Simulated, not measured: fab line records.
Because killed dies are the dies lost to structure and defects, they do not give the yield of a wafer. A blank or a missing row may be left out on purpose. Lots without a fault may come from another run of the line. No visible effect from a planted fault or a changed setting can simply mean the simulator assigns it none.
Matching of chambers ; flow nand-harc ; rie-si-01 running NHARC_A_ZERO_WELL_ETCH_13: 4 sister chambers
The step etches the open film in HBr/Cl2, target depth 120 nm, time 40.1 s. 8 wafers are shown with their chamber, then 7 later ones without.

WAFERS, EACH WITH ITS CHAMBER
wafer;chamber;oes-product-au (a.u.);throttle-valve-pct (%)
L959.3;3;1.003;26.400
L966.5;2;1.016;26.403
L966.6;1;0.992;26.397
L967.2;3;1.005;26.405
L967.3;0;0.995;26.405
L967.5;0;0.991;26.414
L969.1;2;1.018;26.395
L969.2;1;0.995;26.393

WAFERS WITH NO CHAMBER GIVEN
wafer;oes-product-au (a.u.);throttle-valve-pct (%)
L969.3;0.990;26.420
L973.1;0.994;26.403
L973.3;1.011;26.404
L973.5;0.982;26.397
L975.1;1.019;26.400
L975.3;0.992;26.424
L975.4;1.008;26.393

CHAMBER TAKEN BY EACH
wafer;from the rows above;in truth
L969.3;0;0
L973.1;can't be placed: 0 or 1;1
L973.3;can't be placed: 2 or 3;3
L973.5;can't be placed: 1 or 0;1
L975.1;2;2
L975.3;0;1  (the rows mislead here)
L975.4;can't be placed: 3 or 2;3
Correctly placed: 2 of 7. Can't be placed from these rows: 4 (the true chamber is among the candidates in 4). Placed wrongly: 1.
How it was worked out, from the rows above alone: a wafer's distance from a chamber is the root of the sum, over the readings, of the square of ((its reading less the chamber's mean) divided by the reading's scatter). If the next closest chamber is less than 2 further off than the closest, the wafer can't be placed; otherwise it belongs to the closest. The mean given for a chamber averages the wafers shown for that chamber. The scatter is the square root of a quotient: the sum, over the shown wafers, of each reading's squared deviation from its chamber's mean, divided by wafers minus chambers.
